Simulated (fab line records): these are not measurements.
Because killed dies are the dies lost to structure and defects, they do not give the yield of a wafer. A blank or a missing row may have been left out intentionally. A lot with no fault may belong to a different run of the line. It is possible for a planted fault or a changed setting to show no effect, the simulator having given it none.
Split-lot trial	flow n5-finfet	21 wafers read across 7 lots, on a route 1938 steps long

THE SPLIT ITSELF
At N5_SD_EPI_P_COAT_34 (time 60 s, resist thk 350 nm), the setting spin-rpm was moved away from the recipe's 1500 rpm on 7 of the 21 wafers read, by -10.9% to -2.9%. All remaining wafers had this setting at the recipe value.

The reading comes from the split's own step.

THE READING
SOC_of_SD_EPI_P_COAT_34.thk-nm (the simulator's own value, which no gauge read), in nm, at N5_SD_EPI_P_COAT_34 (time 60 s, resist thk 350 nm). The file gives no usual value for it. The 14 wafers here that ran the recipe average 350.5 nm, standard deviation 0.83 nm.

wafer	tool, chamber at the split	spin-rpm as run, rpm	against the recipe	SOC_of_SD_EPI_P_COAT_34.thk-nm, nm	against lot-mates on the recipe
L078.2	litho-track-02, 0	1453	-3.1%	355.6	+5.2
L078.5	litho-track-02, 0	1453	-3.1%	355.6	+5.2
L078.6	litho-track-02, 0	1500	recipe	350.4	-
L080.2	litho-track-03, 0	1500	recipe	350	-
L080.4	litho-track-03, 0	1500	recipe	350.6	-
L080.5	litho-track-03, 0	1500	recipe	349.2	-
L081.1	litho-track-01, 0	1500	recipe	350.4	-
L081.3	litho-track-01, 0	1500	recipe	349.2	-
L081.4	litho-track-01, 0	1337	-10.9%	373.4	+23.6
L082.1	litho-track-03, 0	1377	-8.2%	363.6	+13.6
L082.3	litho-track-03, 0	1500	recipe	350	-
L082.4	litho-track-03, 0	1377	-8.2%	364.6	+14.6
L084.1	litho-track-03, 0	1500	recipe	351.2	-
L084.2	litho-track-03, 0	1500	recipe	350.8	-
L084.5	litho-track-03, 0	1500	recipe	350	-
L093.3	litho-track-03, 0	1456	-2.9%	354.2	+4.0
L093.4	litho-track-03, 0	1500	recipe	350.2	-
L093.5	litho-track-03, 0	1456	-2.9%	355.8	+5.6
L094.2	litho-track-01, 0	1500	recipe	352.4	-
L094.3	litho-track-01, 0	1500	recipe	351.6	-
L094.4	litho-track-01, 0	1500	recipe	350.6	-

THE FIT
A straight line over all 21 wafers: SOC_of_SD_EPI_P_COAT_34.thk-nm changes by -1.86 nm for each +1% of spin-rpm; r = -0.98; the points scatter about the line by 1.2 nm.
The same after taking each lot's own level away (the mean of its wafers on the recipe; 21 wafers): -1.92 nm for each +1%; r = -0.99; scatter 1 nm.
Per that fit: largest spin-rpm move, reading shift of 21 nm.
From 349.80 to 351.53 nm: that is the span of the lots' own levels, equal to 2.1 times the standard deviation above.
Consequently the slope shifts little with the lot-to-lot level, the two slopes agreeing.
Check: for one of the wafers moved furthest among these (-10.9%), held out of the fit, the line's prediction against its lot-mates is +18.5 nm. Against them it came out at +23.6 nm.

FURTHER SPLITS ON THESE WAFERS
Other splits were also applied to these wafers ahead of the reading. Each is held against what the fit with the lots' levels taken away leaves over:
other split on the same wafers	wafers away from the commonest value	r with SOC_of_SD_EPI_P_COAT_34.thk-nm (lot level and that fit taken away)
N5_ZERO_LAYER_EXPOSE_08 dose-mj	7	+0.41
N5_WELL_APT_COAT_02 spin-rpm	4	-0.17
N5_FIN_SAQP_EXPOSE_13 dose-mj	9	+0.18
N5_FIN_SAQP_MANDREL_ETCH_22 icp-w	8	-0.02
N5_FIN_SAQP_FIN_ETCH_36 bias-w	8	-0.30
N5_SPACER0_ALD_00 ald-cycles	8	-0.13
N5_SD_EPI_N_EPI_21 epi-growth-time-s	8	-0.23

FILE'S OWN FIT
SOC_of_SD_EPI_P_COAT_34.thk-nm changes by -1.98 nm for each +1% of spin-rpm, r = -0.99.
